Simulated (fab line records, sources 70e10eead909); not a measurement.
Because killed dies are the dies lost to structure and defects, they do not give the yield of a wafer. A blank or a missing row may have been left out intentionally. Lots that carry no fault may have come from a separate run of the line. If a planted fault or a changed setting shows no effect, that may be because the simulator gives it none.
The tool behind it: which one? | flow nandHarc | 72 wafers from 24 lots sampled at 3 of the route's 1302 steps

WHAT THE GAUGES READ, wafer by wafer
NHARC_A_SGD_CUT_INSPECT_25.
lot  | measured     | on               | rawDefectCount
L074 | day 19 20:44 | defectInspect-01 | 332 329 350
L075 | day 19 20:44 | defectInspect-02 | 302 387 389
L076 | day 20 08:32 | defectInspect-01 | 442 490 376
L077 | day 21 05:52 | defectInspect-02 | 252 268 297
L079 | day 21 17:08 | defectInspect-01 | 384 305 550
L078 | day 22 08:16 | defectInspect-02 | 369 456 352
L081 | day 22 15:22 | defectInspect-01 | 458 651 445
L080 | day 22 18:30 | defectInspect-01 | 345 307 285
L083 | day 23 02:00 | defectInspect-01 | 457 693 466
L082 | day 23 01:51 | defectInspect-02 | 453 529 369
L084 | day 23 16:20 | defectInspect-01 | 371 315 364
L085 | day 24 07:50 | defectInspect-01 | 498 399 459
L086 | day 24 15:21 | defectInspect-02 | 336 326 327
L087 | day 24 15:22 | defectInspect-01 | 356 345 416
L088 | day 26 01:44 | defectInspect-01 | 394 334 523
L089 | day 26 01:53 | defectInspect-01 | 613 427 430
L091 | day 26 11:41 | defectInspect-01 | 373 348 403
L090 | day 26 11:44 | defectInspect-02 | 262 251 412
L092 | day 27 02:58 | defectInspect-02 | 308 323 402
L093 | day 27 13:32 | defectInspect-02 | 363 491 483
L096 | day 27 23:54 | defectInspect-01 | 355 468 335
L094 | day 27 23:55 | defectInspect-02 | 365 428 311
L095 | day 28 02:54 | defectInspect-02 | 279 402 321
L097 | day 29 04:37 | defectInspect-02 | 387 373 424

NHARC_A_SLIT_CD_MEAS_09: the cd target is 300 nm.
lot  | measured     | on       | cdNm (nm)
L074 | day 20 01:27 | cdSem-01 | 299.7 300.2 300.7
L075 | day 20 02:02 | cdSem-01 | 299.8 300.5 300.1
L076 | day 20 13:15 | cdSem-02 | 299.2 300.3 299.6
L077 | day 21 10:44 | cdSem-02 | 299.9 300.1 300.3
L079 | day 21 22:52 | cdSem-01 | 299.3 299.4 298.8
L078 | day 22 13:17 | cdSem-03 | 298.7 300.6 300.2
L081 | day 22 20:13 | cdSem-01 | 301.1 300.1 301.2
L080 | day 23 00:10 | cdSem-03 | 299.7 300.1 299.5
L083 | day 23 08:02 | cdSem-03 | 299.5 300.3 299.6
L082 | day 23 07:50 | cdSem-02 | 300.2 300.0 300.3
L084 | day 23 21:05 | cdSem-02 | 299.7 299.8 299.3
L085 | day 24 13:13 | cdSem-02 | 300.6 300.1 300.2
L086 | day 24 20:22 | cdSem-02 | 299.9 300.2 299.8
L087 | day 24 20:04 | cdSem-03 | 300.5 300.2 300.0
L088 | day 26 06:31 | cdSem-01 | 300.0 299.7 299.3
L089 | day 26 08:16 | cdSem-03 | 300.2 300.1 299.8
L091 | day 26 20:05 | cdSem-01 | 299.4 299.5 299.3
L090 | day 26 21:41 | cdSem-01 | 301.0 300.2 300.1
L092 | day 27 07:50 | cdSem-03 | 298.8 299.2 299.3
L093 | day 27 18:31 | cdSem-03 | 301.1 300.2 299.6
L096 | day 28 04:46 | cdSem-02 | 300.1 300.9 300.5
L094 | day 28 04:55 | cdSem-03 | 299.9 299.9 299.7
L095 | day 28 09:36 | cdSem-02 | 299.9 300.1 299.3
L097 | day 29 09:34 | cdSem-03 | 299.4 300.1 299.7

EACH LOT AND THE TOOL THAT RAN IT (in order: tool; ch and the chambers of the sampled wafers; start)
lot  | NHARC_A_SGD_CUT_ETCH_15
L074 | rieDiel-06 ch 0,1,2, day 19 20:44 or earlier
L075 | rieDiel-04 ch 0,1, day 19 20:44 or earlier
L076 | rieDiel-04 ch 0,2,3, day 20 08:32 or earlier
L077 | rieDiel-06 ch 2,3, day 21 05:52 or earlier
L079 | rieDiel-04 ch 0,1,2, day 21 17:08 or earlier
L078 | rieDiel-04 ch 0,1,2, day 22 08:16 or earlier
L081 | rieDiel-06 ch 1,3, day 22 15:22 or earlier
L080 | rieDiel-07 ch 1,2,3, day 22 18:30 or earlier
L083 | rieDiel-07 ch 0,1,3, day 23 02:00 or earlier
L082 | rieDiel-04 ch 0,2,3, day 23 01:51 or earlier
L084 | rieDiel-07 ch 1,3, day 23 16:20 or earlier
L085 | rieDiel-07 ch 0,2, day 24 07:50 or earlier
L086 | rieDiel-06 ch 0,1,3, day 24 15:21 or earlier
L087 | rieDiel-07 ch 0,2,3, day 24 15:22 or earlier
L088 | rieDiel-07 ch 0,2,3, day 26 01:44 or earlier
L089 | rieDiel-06 ch 1,2,3, day 26 01:53 or earlier
L091 | rieDiel-06 ch 1,2,3, day 26 11:41 or earlier
L090 | rieDiel-07 ch 0,3, day 26 11:44 or earlier
L092 | rieDiel-04 ch 0,1, day 27 02:58 or earlier
L093 | rieDiel-06 ch 0,2, day 27 13:32 or earlier
L096 | rieDiel-06 ch 2,3, day 27 23:54 or earlier
L094 | rieDiel-07 ch 1,2,3, day 27 23:55 or earlier
L095 | rieDiel-04 ch 0,1,3, day 28 02:54 or earlier
L097 | rieDiel-07 ch 1,2,3, day 29 04:37 or earlier
- NHARC_A_SGD_CUT_ETCH_15: etches the open film in CH3F/O2, target depth 75 nm, time 64.3 s.

AS READ BY THE TOOLS THEMSELVES (means over the sampled wafers that have a number; for cases with no such wafer, the mark the record gives instead)
NHARC_A_SGD_CUT_ETCH_15.
lot  | tool       | drypumpMotorCurrentA (A) | oesProductAu (a.u.) | rfVppV (V) | showerheadPlenumPTorr (Torr) | throttleValvePct (%)
L074 | rieDiel-06 | 6.1                      | 0.970               | 263.8      | 2.47                         | 20.661
L075 | rieDiel-04 | 5.4                      | 0.957               | 264.7      | 2.53                         | 20.664
L076 | rieDiel-04 | 5.6                      | 0.973               | 263.1      | 2.44                         | 20.668
L077 | rieDiel-06 | 5.9                      | 0.958               | 262.2      | 2.35                         | 20.665
L079 | rieDiel-04 | 5.4                      | 0.929               | 264.8      | 2.50                         | 20.657
L078 | rieDiel-04 | 5.4                      | 0.968               | 265.1      | 2.50                         | 20.666
L081 | rieDiel-06 | 5.7                      | 0.970               | 264.2      | 2.51                         | 20.650
L080 | rieDiel-07 | 5.8                      | 0.967               | 263.2      | 2.45                         | 20.663
L083 | rieDiel-07 | 5.9                      | 0.971               | 263.8      | 2.45                         | 20.655
L082 | rieDiel-04 | 5.6                      | 0.973               | 263.4      | 2.44                         | 20.666
L084 | rieDiel-07 | 5.7                      | 0.966               | 263.3      | 2.45                         | 20.665
L085 | rieDiel-07 | 5.9                      | 0.922               | 263.0      | 2.36                         | 20.664
L086 | rieDiel-06 | 5.8                      | 0.961               | 263.7      | 2.51                         | 20.662
L087 | rieDiel-07 | 6.0                      | 0.961               | 263.9      | 2.45                         | 20.656
L088 | rieDiel-07 | 6.0                      | 0.957               | 264.0      | 2.45                         | 20.659
L089 | rieDiel-06 | 5.8                      | 0.939               | 262.5      | 2.43                         | 20.665
L091 | rieDiel-06 | 5.8                      | 0.959               | 263.5      | 2.43                         | 20.660
L090 | rieDiel-07 | 6.1                      | 0.958               | 263.1      | 2.44                         | 20.674
L092 | rieDiel-04 | 5.4                      | 0.947               | 265.1      | 2.53                         | 20.661
L093 | rieDiel-06 | 6.2                      | 0.967               | 263.2      | 2.46                         | 20.662
L096 | rieDiel-06 | 5.6                      | 0.934               | 262.4      | 2.39                         | 20.665
L094 | rieDiel-07 | 5.8                      | 0.965               | 263.0      | 2.44                         | 20.665
L095 | rieDiel-04 | 5.7                      | 0.967               | 264.4      | 2.47                         | 20.660
L097 | rieDiel-07 | 5.8                      | 0.977               | 263.0      | 2.44                         | 20.665

THE ANSWER, worked out from the rows above alone
Rule: the lots themselves supply what counts as usual. The widest of any qualifying gaps counts: lots, ordered by their means at a reading, are off when they make up no more than a third of the lots, leave a main group of 4 or more, and stand apart from it by 3 or more times the standard deviation of that group's means. A main group is skipped when, at the precision printed for the reading in the tables above, its means are all equal. A lot without any number at a reading at which 4 lots or more have one is off too. All remaining lots with rows at the step are treated as sound. Order of review: gauges by route order, followed by the tools' own readings, for which a lot's mean as printed above is used. At the first step where some lot is off, the reading lying furthest off is the one used; lots without a number count as furthest.
No lot is off on any of the readings shown, so nothing can be concluded from this.

WHAT THE SIMULATOR PUT IN
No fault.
